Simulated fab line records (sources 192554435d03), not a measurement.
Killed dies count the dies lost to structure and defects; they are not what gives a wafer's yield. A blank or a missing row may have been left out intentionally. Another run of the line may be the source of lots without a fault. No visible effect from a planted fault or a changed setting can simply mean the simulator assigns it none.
Which tool is to blame?	flow n5Finfet	24 lots, 72 wafers sampled, at 3 steps of a route of 1938

== WHAT THE GAUGES READ, wafer by wafer ==
N5_FIN_CUT_INSPECT_10: inspects for defects (brightfield).
lot	measured	on	rawDefectCount
L074	day 2 04:32	defectInspect-02	35 43 39
L075	day 2 08:38	defectInspect-02	39 46 40
L076	day 2 15:08	defectInspect-02	28 36 27
L077	day 2 20:19	defectInspect-02	38 46 28
L078	day 3 03:38	defectInspect-02	56 39 32
L079	day 3 10:53	defectInspect-02	51 40 57
L080	day 3 16:24	defectInspect-02	39 26 21
L081	day 3 21:53	defectInspect-02	49 59 32
L082	day 4 03:38	defectInspect-01	40 44 37
L083	day 4 09:32	defectInspect-02	33 30 23
L084	day 4 17:11	defectInspect-01	44 47 38
L085	day 4 21:28	defectInspect-01	46 35 35
L086	day 5 06:25	defectInspect-01	38 36 44
L087	day 5 10:26	defectInspect-01	57 40 38
L088	day 5 15:04	defectInspect-01	23 47 43
L089	day 5 22:53	defectInspect-01	32 27 37
L090	day 6 03:01	defectInspect-01	53 59 40
L091	day 6 09:02	defectInspect-02	44 41 31
L092	day 6 15:58	defectInspect-02	56 40 73
L093	day 6 22:07	defectInspect-02	63 33 41
L094	day 7 03:55	defectInspect-01	45 46 62
L095	day 7 10:11	defectInspect-01	40 43 67
L096	day 7 15:35	defectInspect-01	38 45 29
L097	day 7 21:25	defectInspect-01	34 56 46

N5_STI_FIN_REVEAL_THK_MEAS_05.
lot	measured	on	thkNm (nm)
L074	day 2 10:55	filmMetro-01	130.1 130.6 129.8
L075	day 2 15:12	filmMetro-01	130.7 131.9 131.6
L076	day 2 22:07	filmMetro-01	130.7 130.7 129.6
L077	day 3 03:34	filmMetro-01	131.6 131.4 132.5
L078	day 3 12:27	filmMetro-01	130.5 130.3 130.5
L079	day 3 17:23	filmMetro-01	132.0 130.0 130.4
L080	day 3 22:46	filmMetro-01	131.7 131.8 132.0
L081	day 4 04:28	filmMetro-01	129.4 131.8 132.3
L082	day 4 10:05	filmMetro-02	132.4 132.1 131.8
L083	day 4 16:02	filmMetro-02	133.3 131.3 131.6
L084	day 4 23:47	filmMetro-01	130.8 130.7 131.0
L085	day 5 03:57	filmMetro-01	131.2 131.8 130.1
L086	day 5 12:51	filmMetro-01	130.7 130.3 129.7
L087	day 5 16:52	filmMetro-01	128.6 130.4 129.9
L088	day 5 21:57	filmMetro-01	132.5 130.7 131.6
L089	day 6 05:16	filmMetro-01	131.5 130.6 130.6
L090	day 6 09:27	filmMetro-02	130.7 131.4 130.6
L091	day 6 15:25	filmMetro-02	131.2 131.4 131.5
L092	day 6 22:35	filmMetro-01	130.9 131.7 132.7
L093	day 7 04:29	filmMetro-02	131.9 131.7 131.6
L094	day 7 10:17	filmMetro-02	130.4 130.0 130.4
L095	day 7 16:36	filmMetro-02	129.0 130.5 130.7
L096	day 7 22:04	filmMetro-02	132.5 134.3 132.4
L097	day 8 03:57	filmMetro-01	130.5 131.7 128.6

== TOOL THAT RAN EACH LOT (tool first, then ch and the chambers of the sampled wafers, then the start) ==
lot	N5_STI_FIN_REVEAL_ALD_14
L074	aldSin-04 ch 1,2,3, day 2 05:34
L075	aldSin-04 ch 1,3, day 2 09:52
L076	aldSin-02 ch 1,2, day 2 16:10
L077	aldSin-01 ch 0,1,2, day 2 21:37
L078	aldSin-04 ch 2,3, day 3 07:07
L079	aldSin-04 ch 1,2,3, day 3 12:03
L080	aldSin-01 ch 0,1,3, day 3 17:26
L081	aldSin-04 ch 0,1,3, day 3 23:08
L082	aldSin-02 ch 0,1,3, day 4 04:45
L083	aldSin-04 ch 0,1,3, day 4 10:41
L084	aldSin-04 ch 2,3, day 4 18:27
L085	aldSin-04 ch 0,2, day 4 22:37
L086	aldSin-02 ch 1,2,3, day 5 07:31
L087	aldSin-04 ch 0,1,2, day 5 11:32
L088	aldSin-02 ch 1,2, day 5 16:37
L089	aldSin-04 ch 1,2,3, day 5 23:55
L090	aldSin-02 ch 0,1,3, day 6 04:07
L091	aldSin-04 ch 0,1,3, day 6 10:04
L092	aldSin-01 ch 1,2,3, day 6 17:15
L093	aldSin-01 ch 1,2, day 6 23:10
L094	aldSin-04 ch 1,3, day 7 04:57
L095	aldSin-04 ch 0,3, day 7 11:15
L096	aldSin-02 ch 1,3, day 7 16:44
L097	aldSin-02 ch 0,1, day 7 22:37
- N5_STI_FIN_REVEAL_ALD_14: deposits Si3N4, target thk 3 nm.

== WHAT THE TOOLS THEMSELVES READ (means of the sampled wafers that have a number; where no wafer has one, the mark that the record gives instead) ==
N5_STI_FIN_REVEAL_ALD_14.
lot	tool	heaterPowerW (W)
L074	aldSin-04	891
L075	aldSin-04	930
L076	aldSin-02	826
L077	aldSin-01	830
L078	aldSin-04	896
L079	aldSin-04	889
L080	aldSin-01	851
L081	aldSin-04	840
L082	aldSin-02	779
L083	aldSin-04	836
L084	aldSin-04	901
L085	aldSin-04	792
L086	aldSin-02	819
L087	aldSin-04	807
L088	aldSin-02	827
L089	aldSin-04	886
L090	aldSin-02	786
L091	aldSin-04	837
L092	aldSin-01	853
L093	aldSin-01	807
L094	aldSin-04	929
L095	aldSin-04	832
L096	aldSin-02	835
L097	aldSin-02	784

== THE ANSWER, worked out from the rows above alone ==
Rule: the lots themselves supply what counts as usual. Put in order of their means at a reading, lots are off if they are a third of the lots or fewer, leave a main group of 4 or more, and stand apart from it by a gap of 3 or more times the standard deviation of the main group's means; of several such gaps the widest counts. Not used: any main group whose means are identical at the precision the tables above print for the reading. Also off: a lot with no number at a reading for which 4 or more lots have one. Any other lot the step has rows for is counted as sound. Order of review: gauges by route order, followed by the tools' own readings, for which a lot's mean as printed above is used. At the first step where some lot is off, the reading lying furthest off is the one used; lots without a number count as furthest.
No lot is off on any of the readings shown, so nothing can be concluded from this.

== WHAT THE SIMULATOR HAD PUT IN ==
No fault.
